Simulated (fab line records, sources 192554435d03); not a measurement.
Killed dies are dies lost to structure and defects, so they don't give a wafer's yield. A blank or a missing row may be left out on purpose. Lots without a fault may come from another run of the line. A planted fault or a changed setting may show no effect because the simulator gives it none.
A struck lot beside a sound one | flow n5_finfet | 40 steps out of a route of 1938
Sound: wafers L833.1, L833.5, L833.6. Struck: wafers L850.3, L850.4, L850.5. The cause comes at the end.
At each step with rows: each side's tool, then ch and its chambers, then its first start. Under that, the readings that differ: sound wafers | struck wafers | difference of the means | sigmas: that difference in standard deviations of wafers without a fault.
alike: readings whose means differ by less than 2 such deviations, and words and numbers that are the same on both sides. not compared: withheld readings, readings that some wafer has no value for, bounds like >300 that may hide the same value, and numbers for which the record gives no deviation and whose values overlap.
The two part at a step that has a row with sigmas, a row that says differs or no value, or rows on one side only. Numbers that don't overlap but have no deviation are shown without sigmas and don't part them. A reading that every wafer of one side lacks parts them only if that side has two wafers or more.

first, 3 steps without rows for these wafers: N5_BEOL_M0_DEGAS_112 (time 60 s); N5_BEOL_M0_PRE_CLEAN_113 (time 30 s); N5_BEOL_M0_ALD_136 (deposits TaN, pulse time 2 s, purge time 3 s, co reactant purge time 2 s).
N5_BEOL_M0_SURFACE_TREAT_137:
  sound on pvd_sputter-02, day 5 20:46; struck on pvd_sputter-02, day 10 05:13
  not compared: throttle_valve_pct
then, 6 steps without rows for these wafers: N5_BEOL_M0_CVD_115 (deposits Co from CCTBA/H2, time 120 s); N5_BEOL_M0_SPUTTER_116 (material Cu, target thk 4 nm, time 7.37 s); N5_BEOL_M0_ANNEAL_117 (time 60 s); N5_BEOL_M0_SPUTTER_132 (material Cu, target thk 4 nm, time 7.37 s); N5_BEOL_M0_ANNEAL_133 (time 60 s); N5_BEOL_M0_SPUTTER_134 (material Cu, target thk 4 nm, time 7.37 s).
N5_BEOL_M0_ANNEAL_135: time 60 s.
  sound on pvd_sputter-02, day 5 21:20; struck on pvd_sputter-02, day 10 05:46
  alike: heater_power_w
then, 1 step without rows for these wafers: N5_BEOL_M0_SPUTTER_141 (material Cu, target thk 4 nm, time 7.37 s).
N5_BEOL_M0_ECD_118: material Cu, target thk 300 nm.
  sound on ecd_cu-01 ch 0,1, day 5 21:31; struck on ecd_cu-01 ch 0,1, day 10 05:56
then, 1 step without rows for these wafers: N5_BEOL_M0_ANNEAL_119 (time 90 s).
N5_BEOL_M0_CMP_120: polishes, stops on SiOC, t overpolish 6.9 s.
  sound on cmp-01 ch 1,2,3, day 5 22:01; struck on cmp-02 ch 1,3, day 10 06:20
  alike: barrier_field_endpoint_s, clearing_platen_rpm, motor_current_A, overpolish_run_s, time_to_endpoint_s
then, 3 steps without rows for these wafers: N5_BEOL_M0_PRE_CLEAN_131 (time 15 s); N5_BEOL_M0_CO_CAP_123 (material Co, precursor CCTBA/H2, target thk 2 nm, time 102.1 s); N5_BEOL_M0_PRE_CLEAN_124 (time 15 s).
N5_BEOL_M0_DEP_125: deposits SiCN from 3MS/NH3, target thk 8 nm, time 14 s.
  sound on pecvd-04 ch 0,1, day 5 22:26; struck on pecvd-01 ch 0,1, day 10 06:49
  reading                | sound       | struck        | difference | sigmas
  throttle_valve_pct (%) | 8.8 8.8 8.6 | 8.8 10.1 10.2 | +1.0       | +2
  alike: showerhead_plenum_p_Torr
N5_BEOL_M0_RS_MEAS_126: measures by four-point-probe.
  sound on film_metro-01, day 5 22:31; struck on film_metro-01, day 10 06:53
  alike: M0_RS
then, 1 step without rows for these wafers: N5_BEOL_M1_ILD_DEP_00 (deposits SiOC from DEMS/O2, target thk 79 nm, time 15.3 s).
N5_BEOL_M1_THK_MEAS_01:
  sound on film_metro-01, day 5 22:40; struck on film_metro-01, day 10 07:01
  reading         | sound          | struck         | difference | sigmas
  M1_ILD_THK (nm) | 77.6 78.7 78.7 | 80.1 80.5 81.6 | +2.4       | +2
then, 1 step without rows for these wafers: N5_BEOL_M1_PECVD_72 (deposits SiO2 from TEOS/O2, target thk 16 nm, time 18 s).
N5_BEOL_M1_HM_DEP_02: deposits TiN, target thk 20 nm.
  sound on pvd_sputter-02, day 6 00:07; struck on pvd_sputter-01, day 10 09:23
  alike: throttle_valve_pct
then, 9 steps without rows for these wafers: N5_BEOL_M1_COAT_61 (time 60 s, resist thk 60 nm); N5_BEOL_M1_COAT_62 (time 60 s, resist thk 12 nm); N5_BEOL_M1_COAT_73 (time 60 s, resist thk 5 nm); N5_BEOL_M1_COAT_05 (resist thk 30 nm); N5_BEOL_M1_EBR_07; N5_BEOL_M1_SOFTBAKE_06 (time 60 s); N5_BEOL_M1_EXPOSE_08 (exposes mask M1); N5_BEOL_M1_PEB_09 (peb time 60 s); N5_BEOL_M1_DEVELOP_10 (develop time 30 s).
N5_BEOL_M1_CD_MEAS_11: target cd 17.05 nm.
  sound on cd_sem-03 ch 0, day 6 00:38; struck on cd_sem-03 ch 0, day 10 09:47
  alike: cd_nm
N5_BEOL_M1_OVL_MEAS_12:
  sound on overlay-02 ch 0, day 6 00:40; struck on overlay-02 ch 0, day 10 09:49
  alike: M1_OVL
then, 4 steps without rows for these wafers: N5_BEOL_M1_DESCUM_16 (chemistry O2, time 7 s); N5_BEOL_M1_ETCH_74 (etches underlayer in N2/H2, target depth 6.5 nm, time 5.2 s); N5_BEOL_M1_ETCH_63 (etches SiARC in CF4, target depth 15.6 nm, time 26 s); N5_BEOL_M1_ETCH_64 (etches SOC in N2/H2, target depth 75 nm, overetch 15 nm, time 112.5 s).
-- the record jumps here: 6 days lie between the struck wafers' starts before and after (it left off in module BEOL_M1 and takes up again in module PASSIVATION, whose first step shown is number 1936 of the route) --
N5_PASSIVATION_PROBE_49:
  sound on prober-01, day 12 09:39; struck on prober-01, day 16 16:35
  reading                  | sound          | struck         | difference | sigmas
  defect_limited_yield (%) | 93.9 91.4 93.0 | 70.1 71.5 71.0 | -21.9      | -13
  killed_at_M0_to_M3       | 27 38 40       | 263 283 255    | +232       | +23
  killed_dies              | 72 101 83      | 353 336 342    | +258       | +13
  killed_on_rim            | 5 15 13        | 40 41 50       | +33        | +7
  sort_bin_5_function (%)  | 3.6 5.4 5.0    | 17.3 17.6 17.5 | +12.8      | +12
  sort_bin_6_memory (%)    | 2.4 3.1 1.9    | 10.9 10.2 10.2 | +8.0       | +11
  sort_n_pass              | 1108 1079 1097 | 827 844 838    | -258       | -13
  sort_yield_pct (%)       | 93.9 91.4 93.0 | 70.1 71.5 71.0 | -21.9      | -13
  alike: killed_at_M4_up, killed_at_contacts, killed_at_front_end, killed_at_other, killed_open, killed_short

WHERE THEY PART
First at N5_BEOL_M0_DEP_125; last, within this record, at N5_PASSIVATION_PROBE_49.

WHY: what the simulator had put in
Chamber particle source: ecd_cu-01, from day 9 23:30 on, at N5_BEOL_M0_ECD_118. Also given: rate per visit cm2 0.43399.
